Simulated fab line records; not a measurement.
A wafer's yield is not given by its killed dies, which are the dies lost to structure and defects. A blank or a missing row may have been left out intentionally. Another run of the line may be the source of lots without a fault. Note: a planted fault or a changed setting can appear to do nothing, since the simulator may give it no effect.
The same fault as seen by 2 desks :: flow nand-harc :: each desk has only its own numbers; what lay behind them comes last

== THE DEFECT DESK ==
Inspection counts along the route, by lot: the mean over sampled wafers that carry a number. If a lot's mean is further than 4 standard deviations from the usual mean, the lot is out of limits and carries the mark OUT (the distance appears in the brackets).
Columns: A = raw-defect-count at NHARC_A_CHANNEL_HOLE_D2_INSPECT_40, usual 300
lot: L112
first seen here: day 13 14:14
A: 238

lot: L115
first seen here: day 14 22:45
A: 421

lot: L118
first seen here: day 15 12:24
A: 379

lot: L119
first seen here: day 16 06:38
A: 228

lot: L120
first seen here: day 17 00:13
A: 197

lot: L121
first seen here: day 17 07:16
A: 187

lot: L123
first seen here: day 17 19:20
A: 437

lot: L125
first seen here: day 18 13:31
A: 193

lot: L124
first seen here: day 18 15:01
A: 332

lot: L128
first seen here: day 20 05:13
A: 1102 (+8.0) OUT

lot: L129
first seen here: day 20 15:21
A: 990 (+6.9) OUT
This desk finds L128, L129 out of limits, L128 being first, at day 20 05:13 (raw-defect-count at NHARC_A_CHANNEL_HOLE_D2_INSPECT_40). In limits: L112, L115, L118, L119, L120, L121, L123, L125, L124.

== TOOL OWNER'S DESK, har-etch-02 ==
The tool's own readings at NHARC_A_CHANNEL_HOLE_D2_ETCH_25 (etches the open film in C4F8/O2/Ar, time 1040.2 s, target depth 1500 nm): means of the sampled wafers that have a number, for each lot that ran on this tool. If a lot's mean is further than 4 standard deviations from the usual mean, the lot is out of limits and carries the mark OUT (the distance appears in the brackets).
Columns: A = drypump-motor-current-A at NHARC_A_CHANNEL_HOLE_D2_ETCH_25, usual 5.9 A; B = mfc-ar-sccm at NHARC_A_CHANNEL_HOLE_D2_ETCH_25, usual 375.0 sccm; C = showerhead-plenum-p-Torr at NHARC_A_CHANNEL_HOLE_D2_ETCH_25, usual 3.66 Torr; D = throttle-valve-pct at NHARC_A_CHANNEL_HOLE_D2_ETCH_25, usual 32.235 %
lot: L115
first seen here: day 14 20:05
A: 5.6
B: 374.6
C: 3.66
D: 32.229

lot: L118
first seen here: day 15 09:53
A: 5.5
B: 375.2
C: 3.65
D: 32.230

lot: L125
first seen here: day 18 10:52
A: 5.3
B: 375.1
C: 3.85
D: 32.242

lot: L128
first seen here: day 20 02:32
A: 5.4
B: 376.1
C: 3.83
D: 32.236

lot: L129
first seen here: day 20 12:32
A: 5.4
B: 376.0
C: 3.83
D: 32.234
This desk's verdict: no lot among the 5 shows anything out of limits.

== BROUGHT TOGETHER ==
The defect desk could have raised an alarm at day 20 05:13, on L128, L129.
Nothing out of limits was seen by the tool owner's desk.
On record at the tool owner's desk: L128, L129, within its limits.
On har-etch-02, each named lot ran NHARC_A_CHANNEL_HOLE_D2_ETCH_25.

== WHAT WAS PUT IN BY THE SIMULATOR ==
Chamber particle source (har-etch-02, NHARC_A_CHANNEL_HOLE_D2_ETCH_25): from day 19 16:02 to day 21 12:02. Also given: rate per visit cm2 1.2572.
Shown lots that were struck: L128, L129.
Hours from the fault's start to each desk's first reading out of limits: the defect desk, 13.
